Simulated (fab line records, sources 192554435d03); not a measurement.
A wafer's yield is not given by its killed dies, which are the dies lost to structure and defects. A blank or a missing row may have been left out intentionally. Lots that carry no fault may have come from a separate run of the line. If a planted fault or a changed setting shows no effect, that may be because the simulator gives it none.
Comparing a struck lot with a sound one    flow n5 finfet    15 steps out of a route of 1938
Sound: wafers L559.3, L559.4, L559.6. Struck: wafer L562.2; the same lot's L562.1 was not struck, so it is left out; see the end for the cause.
At each step with rows: each side's tool, then ch and its chambers, then its first start. Under that, the readings that differ: sound wafers    struck wafers    difference of the means    sigmas: that difference in standard deviations of wafers without a fault.
alike: same words and numbers on both sides, and readings whose means sit less than 2 such deviations apart. not compared: any withheld reading, any reading some wafer has no value for, any bound like >300 that may hide the same value, and any number with overlapping values for which the record gives no deviation.
A row with sigmas, a row that says differs or no value, or rows on one side alone: a step with any of these is where the two part. Non-overlapping numbers with no deviation appear without sigmas and do not part them. A reading that every wafer of one side lacks parts them only if that side has two wafers or more.

N5_BEOL_M8_STRIP_80: strips in N2/H2, time 10 s.
  sound on rie diel-06 ch 0,1,2; struck on rie diel-06 ch 0
  alike: drypump motor current A, oes product au, rf vpp V, showerhead plenum p Torr, throttle valve pct
  not compared: rf hours counter h
N5_BEOL_M8_OCD_MEAS_38:
  sound: ocd-02 at day 10 03:39; struck: ocd-02 at day 10 23:20
  alike: trench depth nm
then, 4 steps without rows for these wafers: N5_BEOL_M8_HM_STRIP_39 (strips TiN in peroxide tin strip, target depth 25 nm, time 158 s); N5_BEOL_M8_SRD_40 (time 30 s); N5_BEOL_M8_PRECLEAN_42 (cleans in residue remover, time 60 s); N5_BEOL_M8_SRD_43 (time 30 s).
N5_BEOL_M8_CD_MEAS_35: target cd 40 nm.
  sound: cd sem-03 at day 10 03:48; struck: cd sem-02 at day 10 23:29
reading     sound           struck  difference  sigmas
cd nm (nm)  39.7 39.9 40.5  38.8    -1.2        -2
N5_BEOL_M8_CURE_75: cures SiCOH lowk, time 120 s.
  sound on uv cure-01 ch 0, day 10 03:56; struck on uv cure-03 ch 2, day 10 23:39
  alike: lamp power pct, wafer_temp_C_max
N5_BEOL_M8_DEGAS_44: time 60 s.
  sound: pvd sputter-02 at day 10 04:11; struck: pvd sputter-02 at day 11 00:05
  alike: heater power w
then, 1 step without rows for these wafers: N5_BEOL_M8_PRE_CLEAN_45 (time 30 s).
N5_BEOL_M8_ALD_77: deposits TaN, target thk 2 nm, pulse time 2 s, purge time 3 s.
  sound on ald metal-04 ch 1,2,3, day 10 04:17; struck on ald metal-02 ch 1, day 11 00:11
  alike: heater power w, precursor vessel temp c
after that, 1 step had no rows for these wafers: N5_BEOL_M8_SURFACE_TREAT_79.
N5_BEOL_M8_CVD_78: deposits Co from CCTBA/H2, target thk 2 nm, time 142.3 s.
  sound on cvd co-01 ch 0,2, day 10 04:38; struck on cvd co-01 ch 2, day 11 00:33
reading           sound              struck  difference  sigmas
run length s (s)  165.4 165.3 166.0  162.9   -2.7        -6
N5_BEOL_M8_SPUTTER_48: material Cu, target thk 10 nm, time 1.667 s.
  sound: pvd sputter-01 at day 10 04:46; struck: pvd sputter-03 at day 11 00:44
  alike: cathode dc power W, throttle valve pct
after that, 1 step had no rows for these wafers: N5_PASSIVATION_PROBE_49.

== WHERE THEY PART ==
At N5_BEOL_M8_CD_MEAS_35 first; at N5_BEOL_M8_CVD_78 last (within this record only). Later steps at which nothing parts them and some readings are alike: N5_BEOL_M8_SPUTTER_48.

WHY: whatever the simulator had introduced
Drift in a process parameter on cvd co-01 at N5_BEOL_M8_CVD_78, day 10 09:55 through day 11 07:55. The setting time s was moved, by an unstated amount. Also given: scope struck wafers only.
